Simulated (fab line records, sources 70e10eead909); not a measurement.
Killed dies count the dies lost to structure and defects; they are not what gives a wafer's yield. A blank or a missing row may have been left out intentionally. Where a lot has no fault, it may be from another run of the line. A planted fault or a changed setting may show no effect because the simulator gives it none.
Matching of chambers ; flow nandHarc ; 4 sister chambers for NHARC_A_STAIRCASE_DESCUM_11 on rieDiel-02
The step chemistry O2, time 3 s. 8 wafers are shown with their chamber, then 7 later ones without.

## WAFERS PAIRED WITH THEIR CHAMBERS
wafer;chamber;oesProductAu (a.u.);showerheadPlenumPTorr (Torr)
L074.6;1;1.004;1.77
L085.4;3;0.994;1.90
L085.5;2;0.981;1.88
L086.4;2;0.978;1.87
L086.5;3;1.003;1.90
L086.6;0;0.999;1.98
L089.2;0;1.000;1.98
L089.5;1;0.986;2.07

## WAFERS WITHOUT THEIR CHAMBER
wafer;oesProductAu (a.u.);showerheadPlenumPTorr (Torr)
L089.6;1.002;1.98
L093.2;0.983;2.06
L093.4;0.995;1.97
L093.6;0.987;1.86
L094.1;0.985;1.86
L094.4;1.002;1.97
L094.6;0.989;1.86

## CHAMBER TAKEN BY EACH
wafer;from the rows above;in truth
L089.6;can't be placed: 0 or 3 or 1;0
L093.2;can't be placed: 2 or 1 or 0 or 3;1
L093.4;can't be placed: 1 or 0 or 3 or 2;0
L093.6;can't be placed: 2 or 1 or 3 or 0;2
L094.1;can't be placed: 2 or 1 or 3 or 0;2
L094.4;can't be placed: 0 or 3 or 1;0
L094.6;can't be placed: 1 or 2 or 3 or 0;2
Correctly placed: 0 of 7. From these rows, 7 cannot be placed; in 7 the true chamber is one of the candidates. Wrongly placed: 0.
How it was worked out, from the rows above alone: a wafer's distance from a chamber is the root of the sum, over the readings, of the square of ((its reading less the chamber's mean) divided by the reading's scatter). If the next closest chamber is less than 2 further off than the closest, the wafer can't be placed; otherwise it belongs to the closest. The mean given for a chamber averages the wafers shown for that chamber. How the scatter is found: for the shown wafers, subtract from each reading the mean of its chamber, square and add these, divide the total by (wafers less chambers), then take the root.
